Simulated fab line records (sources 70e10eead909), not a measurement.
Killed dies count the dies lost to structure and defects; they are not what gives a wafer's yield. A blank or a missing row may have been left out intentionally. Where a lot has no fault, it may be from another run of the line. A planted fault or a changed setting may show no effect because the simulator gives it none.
The tool behind it: which one? | flow nand harc | 14 lots with 42 wafers sampled at 4 steps, on a route of 1302 steps

== WHAT EACH GAUGE READ, for each wafer ==
NHARC_END_SORT_01. Usual: killed at array 55, standard deviation 12; killed at other 1.0, standard deviation 1.2; killed at periphery 3.9, standard deviation 2.6; killed dies 60, standard deviation 12; killed open 3.3, standard deviation 1.9; killed short 2.5, standard deviation 1.8.
lot  | measured     | on        | killed at array | killed at other | killed at periphery | killed dies | killed open | killed short | flag
L994 | day 32 02:43 | prober-02 | 130 127 131     | 0 0 0           | 0 5 1               | 130 132 132 | 3 3 5       | 1 5 6        | OFF
L996 | day 32 22:58 | prober-02 | 137 145 144     | 1 1 2           | 3 1 4               | 141 147 150 | 3 4 4       | 6 6 4        | OFF

== TOOL THAT RAN EACH LOT (tool first, then ch and the chambers of the sampled wafers, then the start) ==
lot  | NHARC_A_CHANNEL_FILL_D1_ALD_15      | NHARC_THIN_TSV_PVD_19                   | NHARC_THIN_TSV_STRIP_56
L976 | ald sin batch-02 ch 0, day 10 00:35 | pvd sputter-03, day 24 15:01 or earlier | plasma asher-01 ch 0,1, day 24 15:01
L977 | ald sin batch-02 ch 0, day 10 00:35 | pvd sputter-03, day 24 02:34 or earlier | plasma asher-01 ch 0,1, day 24 02:34
L978 | ald sin batch-02 ch 0, day 10 11:40 | pvd sputter-01, day 25 01:29 or earlier | plasma asher-01 ch 0,1, day 25 01:29
L979 | ald sin batch-02 ch 0, day 11 04:36 | pvd sputter-01, day 25 08:20 or earlier | plasma asher-02 ch 0,1, day 25 08:20
L980 | ald sin batch-02 ch 0, day 11 04:36 | pvd sputter-02, day 25 16:19 or earlier | plasma asher-02 ch 0,1, day 25 16:19
L981 | ald sin batch-01 ch 0, day 12 02:07 | pvd sputter-01, day 27 08:11 or earlier | plasma asher-02 ch 0,1, day 27 08:11
L982 | ald sin batch-01 ch 0, day 12 02:07 | pvd sputter-01, day 26 22:59 or earlier | plasma asher-01 ch 0,1, day 26 22:59
L984 | ald sin batch-03 ch 0, day 13 01:03 | pvd sputter-03, day 27 19:50 or earlier | plasma asher-01 ch 0,1, day 27 19:50
L985 | ald sin batch-01 ch 0, day 13 14:31 | pvd sputter-02, day 28 13:55 or earlier | plasma asher-02 ch 0,1, day 28 13:55
L986 | ald sin batch-01 ch 0, day 13 14:31 | pvd sputter-01, day 28 07:52 or earlier | plasma asher-01 ch 0,1, day 28 07:52
L993 | ald sin batch-02 ch 0, day 16 23:25 | pvd sputter-03, day 31 02:04 or earlier | plasma asher-02 ch 0,1, day 31 02:04
L994 | ald sin batch-01 ch 0, day 17 04:02 | pvd sputter-02, day 31 15:42 or earlier | plasma asher-02 ch 0,1, day 31 15:42
L996 | ald sin batch-01 ch 0, day 18 02:02 | pvd sputter-03, day 32 10:41 or earlier | plasma asher-02 ch 0,1, day 32 10:41
L997 | ald sin batch-03 ch 0, day 18 13:13 | pvd sputter-02, day 33 00:22 or earlier | plasma asher-02 ch 0,1, day 33 00:22
- NHARC_A_CHANNEL_FILL_D1_ALD_15: deposits SiNx, target thk 2 nm, pulse time 60 s, ald cycles 19.
- NHARC_THIN_TSV_PVD_19: deposits TaN, target thk 20 nm.
- NHARC_THIN_TSV_STRIP_56: strips in O2.

== AS READ BY THE TOOLS THEMSELVES (means over the sampled wafers that have a number; for cases with no such wafer, the mark the record gives instead) ==
NHARC_A_CHANNEL_FILL_D1_ALD_15. Usual: precursor pulse height rel 1.000, standard deviation 0.02; susceptor temp C 629.9 C, standard deviation 0.34.
lot  | tool             | precursor pulse height rel | susceptor temp C (C) | flag
L976 | ald sin batch-02 | 1.017                      | -                    | OFF
L977 | ald sin batch-02 | 1.001                      | -                    | OFF
L978 | ald sin batch-02 | 0.984                      | -                    | OFF
L979 | ald sin batch-02 | 1.014                      | 629.6                |
L980 | ald sin batch-02 | 1.014                      | 629.8                |
L981 | ald sin batch-01 | 0.995                      | 630.1                |
L982 | ald sin batch-01 | 1.006                      | 630.0                |
L984 | ald sin batch-03 | 0.984                      | -                    | OFF
L985 | ald sin batch-01 | 0.998                      | 630.1                |
L986 | ald sin batch-01 | 1.012                      | 629.9                |
L993 | ald sin batch-02 | 1.006                      | 630.1                |
L994 | ald sin batch-01 | 0.996                      | 630.4                |
L996 | ald sin batch-01 | 0.998                      | -                    | OFF
L997 | ald sin batch-03 | 1.006                      | -                    | OFF

NHARC_THIN_TSV_PVD_19. Usual: throttle valve pct reads 29.6 % (standard deviation 1.4).
lot  | tool           | throttle valve pct (%) | flag
L976 | pvd sputter-03 | 30.8                   |
L977 | pvd sputter-03 | 31.1                   |
L978 | pvd sputter-01 | 28.6                   |
L979 | pvd sputter-01 | 29.3                   |
L980 | pvd sputter-02 | 29.5                   |
L981 | pvd sputter-01 | 28.5                   |
L982 | pvd sputter-01 | 28.1                   |
L984 | pvd sputter-03 | 30.1                   |
L985 | pvd sputter-02 | 30.2                   |
L986 | pvd sputter-01 | 29.2                   |
L993 | pvd sputter-03 | 30.8                   |
L994 | pvd sputter-02 | 29.2                   |
L996 | pvd sputter-03 | 29.8                   |
L997 | pvd sputter-02 | 29.7                   |

NHARC_THIN_TSV_STRIP_56. Usual: drypump motor current A 5.6 A, standard deviation 0.43; heater power w 317 W, standard deviation 32.
lot  | tool            | drypump motor current A (A) | heater power w (W) | flag
L976 | plasma asher-01 | 5.7                         | 285                |
L977 | plasma asher-01 | 5.7                         | 281                |
L978 | plasma asher-01 | 5.7                         | 282                |
L979 | plasma asher-02 | 5.5                         | 345                |
L980 | plasma asher-02 | 5.2                         | 347                |
L981 | plasma asher-02 | 5.5                         | 338                |
L982 | plasma asher-01 | 5.7                         | 282                |
L984 | plasma asher-01 | 5.7                         | 278                |
L985 | plasma asher-02 | 5.5                         | 342                |
L986 | plasma asher-01 | 5.9                         | 275                |
L993 | plasma asher-02 | 5.2                         | 343                |
L994 | plasma asher-02 | 5.5                         | 343                |
L996 | plasma asher-02 | 5.5                         | 343                |
L997 | plasma asher-02 | 5.5                         | 344                |

== THE ANSWER, worked out from the rows above alone ==
Rule: lot off if the mean of its wafers having a number is beyond 3 standard deviations from the usual mean. Also off: a lot with no number at a reading for which 4 or more lots have one. The other lots that the step has rows for count as sound. Order of review: gauges by route order, followed by the tools' own readings, for which a lot's mean as printed above is used. At the first step where some lot is off, the reading lying furthest off is the one used; lots without a number count as furthest.
Off: L994, L996 (NHARC_END_SORT_01, killed at array). Neither off nor sound, because the step has no rows for them: L976, L977, L978, L979, L980, L981, L982, L984, L985, L986, L993, L997.
If a tool, at a process step before that reading, ran all the lots that are off and no sound lot after the first of them, it fits. Gauges at NHARC_END_SORT_01: tried the same way as those tools. Because NHARC_THIN_TSV_PVD_19 lacks a start for some lots, the hours and order of its lots are taken from NHARC_THIN_TSV_STRIP_56. Can't be told from this: 3 tools fit, ald sin batch-01 at NHARC_A_CHANNEL_FILL_D1_ALD_15, plasma asher-02 at NHARC_THIN_TSV_STRIP_56, prober-02 at NHARC_END_SORT_01.

== WHAT THE SIMULATOR HAD INSERTED ==
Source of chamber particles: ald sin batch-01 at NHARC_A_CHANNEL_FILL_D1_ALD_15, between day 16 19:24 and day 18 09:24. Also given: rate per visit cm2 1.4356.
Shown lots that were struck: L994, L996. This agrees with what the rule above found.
